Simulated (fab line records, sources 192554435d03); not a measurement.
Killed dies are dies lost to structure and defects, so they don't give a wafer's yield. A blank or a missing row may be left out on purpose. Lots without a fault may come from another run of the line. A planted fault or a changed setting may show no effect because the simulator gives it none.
fab line records | flow n5_finfet
record lots=7 wafers=39
route steps=1938 shown BEOL_M9@1417 BEOL_M15@1820
start_h: hours from the record's first day to the start of the lot's first wafer shown | wait_h: hours since the lot's step before | " the same as in the row above | L1.1+2: a row that stands for several wafers | - no value, or no start given | * or withheld: withheld | < > ~ a bound
route shown NAME@n: a module of which the file shows steps, and the number in the route of the first | usual: mean/standard deviation of fault-free wafers | same: alike in all rows | chamber/n: place in a boat | sites: the reading at each site | _std_site: their standard deviation | _edge_site: outer sites' mean less inner sites' | radius_mm: how far each site lies from the wafer's centre | mask NAME#n: copy n | behind: the tool/chamber that last shaped the wafer | hold: why the lot was held/for how many hours/how that ended | device: the transistor (n, p or np) that didn't switch | end of line: the same wafers' tests at the end of the route | a step without rows: its recipe alone | killed: dies lost to structure and defects at the first sort, not the wafer's yield | map: a wafer's dies, x killed, . not, _ none there
set.NAME: the setting as run; set.NAME@STEP: as run at that earlier step | model.NAME: the simulator's own value behind a step, which no gauge read
lots whose settings were changed on purpose; a table a step, a row a wafer
## steps
# step N5_BEOL_M9_DESCUM_16
# recipe chemistry=O2 time_s=7.9 source_power_w=50 bias_power_w=20 pressure_mtorr=20 rf_frequency_hz=2.712e+07 temp_c=40 resist=CAR-ArF o2_flow_sccm=225
# columns lot.wafer tool chamber start_h wait_h set.time_s model.CAR-ArF_of_BEOL_M9_COAT_05.thk_nm
L080.1 rie_diel-04 2 253.57 0.0 7.9 83.6
L080.2+5 " 0 " " 11.37 81.4
L080.3 " 1 " " 11.37 81
L080.4+6 " 2,1 " " 7.9 83.2
L079.1+6 rie_diel-01 3 259.35 0.1 5.264 85
L079.2 " 0 " " 5.264 85.2
L079.3+4+5 " 1,0,1 " " 7.9 83.4
L081.1+6 rie_diel-04 1 262.89 0.0 7.9 83.2
L081.4 " 0 " " 7.9 83.4
L085.1 rie_diel-01 0 290.47 0.1 7.9 83.6
L085.2+6 " 2 " " 7.9 83.8
L085.3+5 " 3 " " 3.651 86.2
L085.4 " 0 " " 3.651 85.8
L088.1 rie_diel-01 1 303.53 0.4 12.38 80
L088.2+4 " 0,2 " " 7.9 82.6
L088.3+5 " 3,0 " " 12.38 79.8
L088.6 " 3 " " 7.9 83
L091.1+6 rie_diel-06 1,3 311.09 0.0 6.606 84.4
L091.2+3 " 0,2 " " 7.9 83.6
L091.4 " 3 " " 6.606 84.6
L091.5 " 0 " " 7.9 83.8
L096.1 rie_diel-04 1 351.24 0.7 7.9 83.2
L096.2+5 " 2,1 " " 7.9 82.8
L096.3 " 3 " " 5.424 84.8
L096.4+6 " 0 " " 5.424 84.6
# step N5_BEOL_M15_SPUTTER_44
# recipe material=Ta target_thk_a=150 temp_c=50 bias_v=80 power_w=15000 chamber_pressure_pa=0.07 time_s=24.19
# columns lot.wafer tool chamber start_h wait_h set.target_thk_a model.Ta_of_BEOL_M15_SPUTTER_44.thk_nm
L080.1 pvd_sputter-03 - 297.32 0.0 150 15.4
L080.2+3+4 " - " " 70.12 7
L080.5 " - " " 150 14.8
L080.6 " - " " 150 15.2
L079.1+4 pvd_sputter-02 - 310.34 0.0 150 15
L079.2 " - " " 113.1 11.4
L079.3 " - " " 150 14.8
L079.5+6 " - " " 113.1 11.2
L081.1+6 pvd_sputter-01 - 312.90 0.0 150 14.8
L081.4 " - " " 150 14.6
L085.1+6 pvd_sputter-01 - 332.50 0.0 150 14.6
L085.2+3+4+5 " - " " 150 14.8
L088.1+2+5 pvd_sputter-03 - 361.82 0.0 77.92 7.8
L088.3 " - " " 150 15
L088.4+6 " - " " 150 15.2
L091.1+2+3 pvd_sputter-01 - 366.57 0.0 150 14.6
L091.4+5 " - " " 150 14.8
L091.6 " - " " 150 14.4
L096.1 pvd_sputter-02 - 393.58 0.0 150 15.2
L096.2 " - " " 100.3 10.2
L096.3+4 " - " " 150 15
L096.5+6 " - " " 100.3 10
# step N5_BEOL_M15_SPUTTER_45
# recipe material=Cu target_thk_a=1000 temp_c=-20 bias_v=60 power_w=26000 chamber_pressure_pa=0.13 time_s=16.67
# step N5_BEOL_M15_ECD_47
# recipe material=Cu target_thk_a=18600
# step N5_BEOL_M15_ANNEAL_48
# recipe temp_c=225 time_s=90 ambient=N2
# step N5_BEOL_M15_CMP_49
# recipe stop_on=SiO2 t_overpolish_s=4.9 down_force_psi=2 platen_rpm=80 clearing_platen_down_force_psi=2 clearing_platen_rpm=80 post_cmp_clean=cu_alkaline target_thk_nm=850 clearing_platen_pad_velocity_m_s=1.5917 pad_velocity_m_s=1.5917
# usual barrier_field_endpoint_s=11.41/0.28
# columns lot.wafer tool chamber start_h wait_h set.target_thk_a@BEOL_M15_SPUTTER_44 barrier_field_endpoint_s
L080.4 cmp-04 1 298.35 0.1 70.12 8.38
L080.1 " 2 " " 150 11.81
L080.3 " 3 " " 70.12 8.42
L080.2 " 0 " " 70.12 8.76
L080.6 " 1 " " 150 11.53
L080.5 " 2 " " 150 11.32
L079.1 cmp-04 2 311.25 0.3 150 11.71
L079.2 " 3 " " 113.1 9.91
L079.4 " 0 " " 150 11.55
L079.3 " 1 " " 150 11.20
L079.5 " 2 " " 113.1 10.18
L079.6 " 3 " " 113.1 9.74
L081.1 cmp-03 2 314.40 0.3 150 11.28
L081.4 " 0 " " 150 11.53
L081.6 " 3 " " 150 11.65
L085.2 cmp-03 0 333.24 0.2 150 11.68
L085.3 " 1 " " 150 11.59
L085.4 " 2 " " 150 11.17
L085.1 " 3 " " 150 11.73
L085.5 " 0 " " 150 11.57
L085.6 " 1 " " 150 11.39
L088.4 cmp-03 0 362.56 0.1 150 11.38
L088.2 " 1 " " 77.92 8.63
L088.1 " 2 " " 77.92 8.70
L088.3 " 3 " " 150 11.58
L088.6 " 0 " " 150 11.73
L088.5 " 1 " " 77.92 8.45
L091.1 cmp-04 2 367.31 0.3 150 11.13
L091.4 " 3 " " 150 10.95
L091.3 " 0 " " 150 11.18
L091.2 " 1 " " 150 11.17
L091.5 " 2 " " 150 11.31
L091.6 " 3 " " 150 10.78
L096.1 cmp-04 2 394.33 0.3 150 11.38
L096.4 " 3 " " 150 11.06
L096.3 " 0 " " 150 11.43
L096.2 " 1 " " 100.3 9.20
L096.6 " 2 " " 100.3 9.55
L096.5 " 3 " " 100.3 9.23
## key
split step=N5_BEOL_M9_DESCUM_16 setting=time_s stated=7.9 by=wafer
response step=N5_BEOL_M9_DESCUM_16 reading=model.CAR-ArF_of_BEOL_M9_COAT_05.thk_nm change=-0.0482 per=1% r=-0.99
split step=N5_BEOL_M15_SPUTTER_44 setting=target_thk_a stated=150 by=wafer
response step=N5_BEOL_M15_SPUTTER_44 reading=model.Ta_of_BEOL_M15_SPUTTER_44.thk_nm change=+0.152 per=1% r=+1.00
response step=N5_BEOL_M15_CMP_49 reading=barrier_field_endpoint_s change=+0.0595 per=1% r=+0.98
